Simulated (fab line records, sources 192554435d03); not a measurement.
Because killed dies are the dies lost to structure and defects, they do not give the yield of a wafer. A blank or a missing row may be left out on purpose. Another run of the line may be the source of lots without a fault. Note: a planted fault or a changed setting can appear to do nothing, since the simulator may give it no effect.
Matching of chambers || flow n5_finfet || N5_BEOL_M12_DESCUM_33 on rie_diel-03 has 4 sister chambers
The step chemistry O2, time 7.9 s. 8 wafers are shown with their chamber, then 8 later ones without.

## WAFERS, EACH WITH ITS CHAMBER
{"wafer": "L107.4", "chamber": 1, "showerhead_plenum_p_Torr (Torr)": 2.11, "throttle_valve_pct (%)": 20.27}
{"wafer": "L107.6", "chamber": 1, "showerhead_plenum_p_Torr (Torr)": 2.11, "throttle_valve_pct (%)": 20.28}
{"wafer": "L109.1", "chamber": 2, "showerhead_plenum_p_Torr (Torr)": 2.10, "throttle_valve_pct (%)": 20.61}
{"wafer": "L109.2", "chamber": 3, "showerhead_plenum_p_Torr (Torr)": 2.14, "throttle_valve_pct (%)": 20.62}
{"wafer": "L110.2", "chamber": 2, "showerhead_plenum_p_Torr (Torr)": 2.10, "throttle_valve_pct (%)": 20.64}
{"wafer": "L110.3", "chamber": 0, "showerhead_plenum_p_Torr (Torr)": 2.00, "throttle_valve_pct (%)": 20.48}
{"wafer": "L110.6", "chamber": 3, "showerhead_plenum_p_Torr (Torr)": 2.13, "throttle_valve_pct (%)": 20.64}
{"wafer": "L114.1", "chamber": 0, "showerhead_plenum_p_Torr (Torr)": 2.00, "throttle_valve_pct (%)": 20.48}

## WAFERS WITH NO CHAMBER GIVEN
{"wafer": "L114.2", "showerhead_plenum_p_Torr (Torr)": 2.13, "throttle_valve_pct (%)": 20.65}
{"wafer": "L114.4", "showerhead_plenum_p_Torr (Torr)": 2.11, "throttle_valve_pct (%)": 20.30}
{"wafer": "L115.2", "showerhead_plenum_p_Torr (Torr)": 2.10, "throttle_valve_pct (%)": 20.65}
{"wafer": "L115.4", "showerhead_plenum_p_Torr (Torr)": 2.13, "throttle_valve_pct (%)": 20.64}
{"wafer": "L115.6", "showerhead_plenum_p_Torr (Torr)": 2.00, "throttle_valve_pct (%)": 20.49}
{"wafer": "L119.1", "showerhead_plenum_p_Torr (Torr)": 2.10, "throttle_valve_pct (%)": 20.64}
{"wafer": "L119.5", "showerhead_plenum_p_Torr (Torr)": 2.13, "throttle_valve_pct (%)": 20.66}
{"wafer": "L119.6", "showerhead_plenum_p_Torr (Torr)": 2.10, "throttle_valve_pct (%)": 20.64}

## CHAMBER TAKEN BY EACH
{"wafer": "L114.2", "from the rows above": 3, "in truth": 3}
{"wafer": "L114.4", "from the rows above": 1, "in truth": 1}
{"wafer": "L115.2", "from the rows above": 2, "in truth": 2}
{"wafer": "L115.4", "from the rows above": 3, "in truth": 3}
{"wafer": "L115.6", "from the rows above": 0, "in truth": 0}
{"wafer": "L119.1", "from the rows above": 2, "in truth": 2}
{"wafer": "L119.5", "from the rows above": 3, "in truth": 3}
{"wafer": "L119.6", "from the rows above": 2, "in truth": 2}
8 of 8 placed correctly. Can't be placed from these rows: 0. Wrongly placed: 0.
How it was worked out, from the rows above alone: a wafer's distance from a chamber is the root of the sum, over the readings, of the square of ((its reading less the chamber's mean) divided by the reading's scatter). If the next closest chamber is less than 2 further off than the closest, the wafer can't be placed; otherwise it belongs to the closest. The mean given for a chamber averages the wafers shown for that chamber. The scatter: take each reading less its chamber's mean, square it, sum over the shown wafers, divide by the number of wafers less the number of chambers, and take the root.
